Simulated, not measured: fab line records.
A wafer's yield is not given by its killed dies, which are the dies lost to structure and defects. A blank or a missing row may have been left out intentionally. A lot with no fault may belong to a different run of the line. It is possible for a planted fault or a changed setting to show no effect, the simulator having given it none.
Chamber matching -- flow n5 finfet -- 4 sister chambers for N5_FIN_CUT_CUT_ETCH_15 on rie si-06
The step etches Si in HBr/Cl2/O2, target depth 100 nm, bt time 10 s, time 42.4 s. 27 wafers are shown with their chamber, then 12 later ones without.

## WAFERS PAIRED WITH THEIR CHAMBERS
wafer,chamber,throttle valve pct (%),drypump motor current A (A),oes product au (a.u.)
L075.2,1,37.8,6.2,0.988
L075.5,1,37.8,6.2,0.992
L075.6,2,37.8,6.4,1.007
L077.1,3,37.2,6.0,1.013
L077.4,0,36.8,5.8,0.999
L077.5,2,37.8,6.4,1.010
L079.1,3,37.2,6.0,1.013
L079.3,2,37.8,6.4,1.017
L079.4,0,36.8,5.8,0.996
L081.1,2,37.8,6.4,1.008
L081.3,0,36.8,5.8,1.006
L081.4,1,37.8,6.2,1.001
L082.2,1,37.8,6.3,0.994
L082.4,0,36.8,5.8,1.001
L082.5,0,36.8,5.8,1.001
L083.1,3,37.2,6.0,1.016
L083.4,2,37.8,6.4,0.999
L083.5,1,37.7,6.3,0.992
L088.1,0,36.8,5.8,0.998
L088.2,3,37.2,6.0,1.016
L088.5,3,37.2,6.0,1.013
L089.1,1,37.8,6.3,0.991
L089.4,3,37.2,6.0,1.018
L089.5,3,37.2,6.0,1.017
L090.2,3,37.2,6.0,1.019
L090.3,0,36.8,5.8,0.996
L090.5,3,37.2,6.0,1.015

SIGNATURES, as means of the wafers listed above
reading,chamber 0,chamber 1,chamber 2,chamber 3,scatter within a chamber
throttle valve pct,36.800,37.783,37.800,37.200,0.019
drypump motor current A,5.800,6.250,6.400,6.000,0.0255
oes product au,0.99957,0.99300,1.00820,1.01556,0.00405
Rule: a wafer's distance from a chamber is the root of the sum, over the readings, of the square of ((its reading less the chamber's mean) divided by the reading's scatter). The wafer belongs to the nearest chamber; if the next one is less than 2 further off, it can't be placed. How the scatter is found: for the shown wafers, subtract from each reading the mean of its chamber, square and add these, divide the total by (wafers less chambers), then take the root.

## WAFERS MISSING THEIR CHAMBER
wafer,throttle valve pct (%),drypump motor current A (A),oes product au (a.u.)
L091.3,36.8,5.8,0.999
L091.4,37.8,6.2,0.997
L091.5,37.8,6.4,1.015
L095.1,37.7,6.2,0.995
L095.4,36.8,5.8,0.996
L095.6,36.8,5.8,0.995
L096.2,37.2,6.0,1.018
L096.4,37.8,6.4,1.012
L096.5,36.8,5.8,0.994
L097.3,37.8,6.4,1.022
L097.5,37.8,6.4,1.017
L097.6,37.8,6.2,1.003

## WHICH CHAMBER EACH WENT THROUGH
wafer,from the rows above,in truth
L091.3,0,0
L091.4,1,1
L091.5,2,2
L095.1,1,1
L095.4,0,0
L095.6,0,0
L096.2,3,3
L096.4,2,2
L096.5,0,0
L097.3,2,2
L097.5,2,2
L097.6,1,1
Placed correctly: 12 of 12. Left unplaced by these rows: 0. Wrongly placed: 0.
